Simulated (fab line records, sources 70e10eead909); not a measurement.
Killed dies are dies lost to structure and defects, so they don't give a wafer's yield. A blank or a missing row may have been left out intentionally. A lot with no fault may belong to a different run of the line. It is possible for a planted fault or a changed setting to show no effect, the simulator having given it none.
Matching of chambers ; flow nandHarc ; 4 sister chambers for NHARC_A_M0_DESCUM_14 on rieDiel-05
The step chemistry O2, time 3 s. 18 wafers are shown with their chamber, then 9 later ones without.

## WAFERS PAIRED WITH THEIR CHAMBERS
wafer;chamber;drypumpMotorCurrentA (A);rfVppV (V);oesProductAu (a.u.)
L074.2;1;6.0;59.5;1.006
L074.3;0;5.5;57.8;0.993
L074.6;3;5.5;59.1;0.988
L077.2;3;5.5;58.3;0.993
L077.4;1;6.0;58.5;1.006
L077.5;0;5.5;56.9;1.012
L079.3;1;6.0;57.7;1.006
L079.5;1;6.0;56.5;0.997
L079.6;3;5.5;57.6;1.004
L081.2;3;5.5;58.3;1.003
L081.3;2;5.6;59.1;0.993
L081.5;0;5.4;57.5;0.999
L084.4;2;5.6;58.7;1.000
L084.5;2;5.6;57.9;1.007
L084.6;3;5.5;58.4;1.005
L086.2;2;5.6;59.5;1.002
L086.5;3;5.5;58.2;1.002
L086.6;0;5.5;60.0;1.001

SIGNATURES (means of the wafers above)
reading;chamber 0;chamber 1;chamber 2;chamber 3;scatter within a chamber
drypumpMotorCurrentA;5.475;6.000;5.600;5.500;0.0231
rfVppV;58.050;58.050;58.800;58.317;0.959
oesProductAu;1.00125;1.00375;1.00050;0.99917;0.00651
Rule: a wafer's distance from a chamber is the root of the sum, over the readings, of the square of ((its reading less the chamber's mean) divided by the reading's scatter). The wafer belongs to the nearest chamber; if the next one is less than 2 further off, it can't be placed. The scatter: the root of (the sum of the squares of (reading less its chamber's mean) over the shown wafers, divided by (wafers less chambers)).

## WAFERS WITHOUT THEIR CHAMBER
wafer;drypumpMotorCurrentA (A);rfVppV (V);oesProductAu (a.u.)
L088.1;6.0;58.8;1.005
L088.4;5.5;58.7;1.010
L088.6;5.7;59.2;0.997
L091.1;5.5;58.5;1.002
L091.3;5.5;58.1;0.996
L091.6;5.5;57.9;0.992
L096.2;5.5;58.5;1.010
L096.3;6.0;59.3;0.997
L096.4;5.6;57.9;1.011

## CHAMBER TAKEN BY EACH
wafer;from the rows above;in truth
L088.1;1;1
L088.4;can't be placed: 3 or 0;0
L088.6;2;2
L091.1;can't be placed: 3 or 0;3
L091.3;can't be placed: 3 or 0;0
L091.6;can't be placed: 3 or 0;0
L096.2;can't be placed: 3 or 0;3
L096.3;1;1
L096.4;2;2
Placed correctly: 4 of 9. Can't be placed from these rows: 5 (the true chamber is among the candidates in 5). 0 placed wrongly.
